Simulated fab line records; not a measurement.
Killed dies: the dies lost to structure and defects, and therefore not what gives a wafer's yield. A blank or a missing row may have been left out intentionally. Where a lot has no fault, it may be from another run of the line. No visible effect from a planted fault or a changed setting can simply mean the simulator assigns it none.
Split-lot experiment -- flow n5_finfet -- on a route of 1938 steps: 7 lots, 21 wafers read

## ABOUT THE SPLIT
At N5_BEOL_M9_COAT_05 (resist thk 90 nm), the setting spin_rpm was moved away from the recipe's 1500 rpm on 3 of the 21 wafers read, by -5.4% to +4.8%. This setting was run at the recipe's value on the other wafers.

## FROM THE SPLIT TO THE READING: what the file shows between them, 6 steps
- N5_BEOL_M9_EBR_07
- N5_BEOL_M9_SOFTBAKE_06: time 60 s
- N5_BEOL_M9_EXPOSE_08: exposes mask M9
- N5_BEOL_M9_PEB_09: peb time 60 s
- N5_BEOL_M9_DEVELOP_10: develop time 30 s
- N5_BEOL_M9_DESCUM_16: chemistry O2, time 7.9 s

## THE READING
CAR-ArF_of_BEOL_M9_COAT_05.thk_nm (the simulator's own value, which no gauge read), in nm, at N5_BEOL_M9_ETCH_61 (etches SiARC in CF4, target depth 39 nm, time 65 s). The file gives no usual value for it. Across the 18 wafers here that went through the recipe, the average is 55.7 nm and the standard deviation 0.28 nm.

wafer,"tool, chamber at the split","spin_rpm as run, rpm",against the recipe,"CAR-ArF_of_BEOL_M9_COAT_05.thk_nm, nm",against lot-mates on the recipe
L077.3,"litho_track-04, 0",1572,+4.8%,53.4,-2.0
L077.4,"litho_track-04, 0",1500,recipe,55.6,-
L077.5,"litho_track-04, 0",1500,recipe,55.2,-
L079.3,"litho_track-04, 0",1500,recipe,56,-
L079.5,"litho_track-04, 0",1548,+3.2%,54.8,-1.1
L079.6,"litho_track-04, 0",1500,recipe,55.8,-
L082.4,"litho_track-04, 0",1500,recipe,56,-
L082.5,"litho_track-04, 0",1500,recipe,55.8,-
L082.6,"litho_track-04, 0",1500,recipe,55.8,-
L091.3,"litho_track-05, 0",1500,recipe,55.4,-
L091.4,"litho_track-05, 0",1500,recipe,55.6,-
L091.5,"litho_track-05, 0",1500,recipe,55.6,-
L093.1,"litho_track-04, 0",1500,recipe,55.2,-
L093.2,"litho_track-04, 0",1500,recipe,55.4,-
L093.4,"litho_track-04, 0",1500,recipe,55.6,-
L095.2,"litho_track-01, 0",1419,-5.4%,58.6,+2.8
L095.5,"litho_track-01, 0",1500,recipe,55.8,-
L095.6,"litho_track-01, 0",1500,recipe,55.8,-
L094.2,"litho_track-04, 0",1500,recipe,56,-
L094.4,"litho_track-04, 0",1500,recipe,56,-
L094.6,"litho_track-04, 0",1500,recipe,56.2,-

FIT RESULTS
A straight line over all 21 wafers: CAR-ArF_of_BEOL_M9_COAT_05.thk_nm changes by -0.476 nm for each +1% of spin_rpm; r = -0.94; the points scatter about the line by 0.31 nm.
The same after taking each lot's own level away (the mean of its wafers on the recipe; 21 wafers): -0.454 nm for each +1%; r = -0.98; scatter 0.16 nm.
That fit puts the effect of the largest move of spin_rpm on the reading at 2.5 nm.
From 55.40 to 56.07 nm: that is the span of the lots' own levels, equal to 2.4 times the standard deviation above.
The two slopes are in agreement: the lot-to-lot level therefore moves the slope only a little.
Check: for one of the wafers moved furthest among these (-5.4%), held out of the fit, the line's prediction against its lot-mates is +2.14 nm. It came out at +2.8 nm against them.

## THESE WAFERS: OTHER SPLITS
These wafers also went through other splits before the reading. Each is held against what the fit with the lots' levels taken away leaves over:
other split on the same wafers,wafers away from the commonest value,r with CAR-ArF_of_BEOL_M9_COAT_05.thk_nm (lot level and that fit taken away)
N5_BEOL_M7_EXPOSE_08 dose_mj,7,+0.24
N5_BEOL_M7_DEP_56 time_s,7,+0.26
N5_BEOL_M8_ILD_DEP_00 time_s,6,+0.04
N5_BEOL_M8_ETCH_62 source_w,6,-0.02
N5_BEOL_M9_PECVD_70 time_s,7,-0.39

## THE WHOLE CHAIN: every reading that the file lists as answering this split, in the file's order
step,what it does,reading,change (the file's fit),r (the file's)
N5_BEOL_M9_COAT_05,resist thk 90 nm,"CAR-ArF_of_BEOL_M9_COAT_05.thk_nm (the simulator's own value, which no gauge read)",-0.455 nm for each +1% of the setting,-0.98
N5_BEOL_M9_DEVELOP_10,develop time 30 s,"CAR-ArF_of_BEOL_M9_COAT_05.thk_nm (the simulator's own value, which no gauge read)",-0.432 nm for each +1% of the setting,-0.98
N5_BEOL_M9_ETCH_61,"etches SiARC in CF4, target depth 39 nm, time 65 s","CAR-ArF_of_BEOL_M9_COAT_05.thk_nm (the simulator's own value, which no gauge read)",-0.452 nm for each +1% of the setting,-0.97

## THE FILE'S OWN FIT
CAR-ArF_of_BEOL_M9_COAT_05.thk_nm changes by -0.452 nm for each +1% of spin_rpm, r = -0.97.
